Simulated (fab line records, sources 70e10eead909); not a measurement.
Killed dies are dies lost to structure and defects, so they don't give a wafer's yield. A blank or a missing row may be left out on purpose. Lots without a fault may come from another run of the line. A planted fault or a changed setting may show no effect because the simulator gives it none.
A struck lot beside a sound one | flow nand_harc | 14 steps out of a route of 1302
Sound: wafers L129.2, L129.4, L129.6. Struck: wafer L131.4. (L131.5, L131.6 of the same lot were not struck and are left out.) The cause comes at the end.
At each step with rows: each side's tool, then ch and its chambers, then its first start. Under that, the readings that differ: sound wafers | struck wafers | difference of the means | sigmas: that difference in standard deviations of wafers without a fault.
alike: readings whose means differ by less than 2 such deviations, and words and numbers that are the same on both sides. not compared: withheld readings, readings that some wafer has no value for, bounds like >300 that may hide the same value, and numbers for which the record gives no deviation and whose values overlap.
The two part at a step that has a row with sigmas, a row that says differs or no value, or rows on one side only. Numbers that don't overlap but have no deviation are shown without sigmas and don't part them. A reading that every wafer of one side lacks parts them only if that side has two wafers or more.

first, 2 steps without rows for these wafers: NHARC_P_CONTACT_DESCUM_17 (chemistry O2, time 3 s); NHARC_P_CONTACT_ETCH_35 (etches the open film in CF4, target depth 39 nm, time 65 s).
NHARC_P_CONTACT_ETCH_36: etches the open film in N2/H2, target depth 260 nm, time 406.25 s.
  sound on rie_diel-08 ch 2,3; struck on rie_diel-08 ch 2
  alike: chamber_pressure_mTorr, drypump_motor_current_A, mfc_ar_sccm, oes_product_au, rf_vpp_V, showerhead_plenum_p_Torr, throttle_valve_pct
  not compared: rf_hours_counter_h
then, 2 steps without rows for these wafers: NHARC_P_CONTACT_ETCH_18 (etches the open film in C4F8/O2/Ar, target depth 481 nm, time 240.5 s); NHARC_P_CONTACT_STRIP_37 (strips in C4F8/O2/Ar).
NHARC_P_CONTACT_ETCH_31: etches the open film in CH3F/O2, target depth 30 nm, time 85.7 s.
  sound on rie_diel-08 ch 1,2,3; struck on rie_diel-08 ch 3
  alike: chamber_pressure_mTorr, drypump_motor_current_A, mfc_ar_sccm, oes_product_au, rf_vpp_V, showerhead_plenum_p_Torr, throttle_valve_pct
  not compared: rf_hours_counter_h
NHARC_P_CONTACT_CD_MEAS_19:
  sound on cd_sem-03, day 7 15:06; struck on cd_sem-03, day 8 09:14
  alike: cd_nm
then, 2 steps without rows for these wafers: NHARC_P_CONTACT_STRIP_28 (strips in O2); NHARC_P_CONTACT_STRIP_29 (strips in post etch residue remover, time 1200 s).
NHARC_P_CONTACT_DEGAS_38: time 60 s.
  sound on pvd_sputter-02, day 7 15:48; struck on pvd_sputter-02, day 8 09:58
  alike: heater_power_w
then, 1 step without rows for these wafers: NHARC_P_CONTACT_PRE_CLEAN_39 (time 19.5 s).
NHARC_P_CONTACT_PVD_32: deposits Ti, target thk 5 nm, time 17.7 s.
  sound on pvd_sputter-02; struck on pvd_sputter-02
  alike: throttle_valve_pct
NHARC_P_CONTACT_ALD_22: deposits TiN, target thk 3 nm, pulse time 1 s, ald cycles 150.
  sound on ald_metal-02 ch 0,1, day 7 16:03; struck on ald_metal-02 ch 1, day 8 10:13
  reading    | sound       | struck | difference | sigmas
  ald_cycles | 150 150 150 | 66     | -84        |
  alike: heater_power_outer_w, heater_power_w, precursor_pulse_height_rel
NHARC_P_CONTACT_CVD_23: deposits W, target thk 200 nm, time 557 s.
  sound on cvd_w-01 ch 0,1; struck on cvd_w-02 ch 0
  reading                  | sound       | struck | difference | sigmas
  heater_power_outer_w (W) | 228 240 230 | 291    | +58        | +2
  alike: heater_power_w, mfc_ar_sccm, throttle_valve_pct

WHERE THEY PART
Only at NHARC_P_CONTACT_CVD_23, within this record.

WHY: what the simulator had put in
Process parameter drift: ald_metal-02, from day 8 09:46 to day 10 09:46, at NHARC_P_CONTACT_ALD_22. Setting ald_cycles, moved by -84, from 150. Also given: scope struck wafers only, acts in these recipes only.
